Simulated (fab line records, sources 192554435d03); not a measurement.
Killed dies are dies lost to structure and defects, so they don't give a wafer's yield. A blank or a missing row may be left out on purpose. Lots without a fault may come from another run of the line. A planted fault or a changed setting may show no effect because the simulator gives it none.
Chamber matching | flow n5_finfet | N5_SD_EPI_P_DESCUM_14 on rie_diel-04: 4 sister chambers
The step chemistry O2, time 7.9 s. 20 wafers are shown with their chamber, then 9 later ones without.

WAFERS WITH THEIR CHAMBER
wafer  | chamber | showerhead_plenum_p_Torr (Torr) | throttle_valve_pct (%) | oes_product_au (a.u.)
L076.3 | 2       | 2.01                            | 20.41                  | 0.73
L076.5 | 1       | 2.14                            | 20.43                  | 0.95
L080.1 | 1       | 2.14                            | 20.45                  | 0.93
L080.3 | 3       | 2.03                            | 20.52                  | 0.81
L080.4 | 2       | 2.00                            | 20.42                  | 0.72
L082.1 | 2       | 2.00                            | 20.44                  | 0.72
L082.4 | 3       | 2.03                            | 20.52                  | 0.82
L082.6 | 1       | 2.14                            | 20.44                  | 0.93
L086.2 | 2       | 2.00                            | 20.45                  | 0.72
L086.4 | 3       | 2.03                            | 20.52                  | 0.80
L086.5 | 1       | 2.14                            | 20.46                  | 0.90
L088.1 | 2       | 2.00                            | 20.45                  | 0.72
L088.2 | 3       | 2.03                            | 20.53                  | 0.80
L088.5 | 0       | 2.05                            | 20.24                  | 0.95
L091.1 | 3       | 2.03                            | 20.55                  | 0.79
L091.2 | 1       | 2.14                            | 20.47                  | 0.89
L091.4 | 2       | 2.00                            | 20.46                  | 0.71
L092.2 | 3       | 2.03                            | 20.53                  | 0.80
L092.3 | 2       | 2.00                            | 20.45                  | 0.71
L092.5 | 0       | 2.05                            | 20.24                  | 0.94

SIGNATURES (means of the wafers above)
reading                  | chamber 0 | chamber 1 | chamber 2 | chamber 3 | scatter within a chamber
showerhead_plenum_p_Torr | 2.0500    | 2.1400    | 2.0014    | 2.0300    | 0.00231
throttle_valve_pct       | 20.2400   | 20.4500   | 20.4400   | 20.5283   | 0.0152
oes_product_au           | 0.9450    | 0.9200    | 0.7186    | 0.8033    | 0.0143
Rule: a wafer's distance from a chamber is the root of the sum, over the readings, of the square of ((its reading less the chamber's mean) divided by the reading's scatter). The wafer belongs to the nearest chamber; if the next one is less than 2 further off, it can't be placed. The scatter: the root of (the sum of the squares of (reading less its chamber's mean) over the shown wafers, divided by (wafers less chambers)).

WAFERS WITHOUT THEIR CHAMBER
wafer  | showerhead_plenum_p_Torr (Torr) | throttle_valve_pct (%) | oes_product_au (a.u.)
L093.2 | 2.02                            | 20.55                  | 0.79
L093.4 | 2.13                            | 20.48                  | 0.88
L093.6 | 2.05                            | 20.25                  | 0.93
L094.3 | 2.02                            | 20.58                  | 0.78
L094.4 | 2.05                            | 20.26                  | 0.92
L094.5 | 2.05                            | 20.26                  | 0.92
L095.1 | 2.05                            | 20.27                  | 0.91
L095.3 | 2.13                            | 20.48                  | 0.88
L095.4 | 1.99                            | 20.46                  | 0.70

WHICH CHAMBER EACH WENT THROUGH
wafer  | from the rows above | in truth
L093.2 | 3                   | 3
L093.4 | 1                   | 1
L093.6 | 0                   | 0
L094.3 | 3                   | 3
L094.4 | 0                   | 0
L094.5 | 0                   | 0
L095.1 | 0                   | 0
L095.3 | 1                   | 1
L095.4 | 2                   | 2
Placed correctly: 9 of 9. Can't be placed from these rows: 0. Placed wrongly: 0.
